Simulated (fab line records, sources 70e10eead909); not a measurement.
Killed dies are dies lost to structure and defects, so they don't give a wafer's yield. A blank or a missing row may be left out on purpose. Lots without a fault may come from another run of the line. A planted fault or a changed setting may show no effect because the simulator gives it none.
Chamber matching | flow nand_harc | NHARC_A_M0_PRE_CLEAN_31 on pecvd-03: 3 sister chambers
The step time 12 s. 14 wafers are shown with their chamber, then 7 later ones without.

WAFERS WITH THEIR CHAMBER
wafer  | chamber | heater_power_outer_w (W) | heater_power_w (W)
L075.1 | 1       | 388                      | 687
L075.4 | 0       | 435                      | 690
L075.5 | 2       | 370                      | 637
L077.4 | 2       | 343                      | 625
L077.5 | 1       | 306                      | 580
L077.6 | 0       | 406                      | 663
L080.3 | 1       | 346                      | 618
L080.4 | 2       | 334                      | 606
L080.5 | 0       | 410                      | 659
L083.1 | 2       | 292                      | 532
L083.2 | 0       | 380                      | 623
L083.6 | 0       | 385                      | 613
L088.1 | 1       | 322                      | 603
L088.3 | 2       | 351                      | 621

SIGNATURES (means of the wafers above)
reading              | chamber 0 | chamber 1 | chamber 2 | scatter within a chamber
heater_power_outer_w | 403.20    | 340.50    | 338.00    | 28.8
heater_power_w       | 649.60    | 622.00    | 604.20    | 39.7
Rule: a wafer's distance from a chamber is the root of the sum, over the readings, of the square of ((its reading less the chamber's mean) divided by the reading's scatter). The wafer belongs to the nearest chamber; if the next one is less than 2 further off, it can't be placed. The scatter: the root of (the sum of the squares of (reading less its chamber's mean) over the shown wafers, divided by (wafers less chambers)).

WAFERS WITHOUT THEIR CHAMBER
wafer  | heater_power_outer_w (W) | heater_power_w (W)
L088.6 | 322                      | 601
L092.1 | 328                      | 586
L092.2 | 357                      | 578
L092.5 | 324                      | 593
L091.2 | 301                      | 563
L091.5 | 375                      | 649
L091.6 | 308                      | 576

WHICH CHAMBER EACH WENT THROUGH
wafer  | from the rows above          | in truth
L088.6 | can't be placed: 2 or 1      | 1
L092.1 | can't be placed: 2 or 1      | 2
L092.2 | can't be placed: 2 or 1 or 0 | 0
L092.5 | can't be placed: 2 or 1      | 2
L091.2 | can't be placed: 2 or 1      | 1
L091.5 | can't be placed: 0 or 1 or 2 | 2
L091.6 | can't be placed: 2 or 1      | 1
Placed correctly: 0 of 7. Can't be placed from these rows: 7 (the true chamber is among the candidates in 7). Placed wrongly: 0.
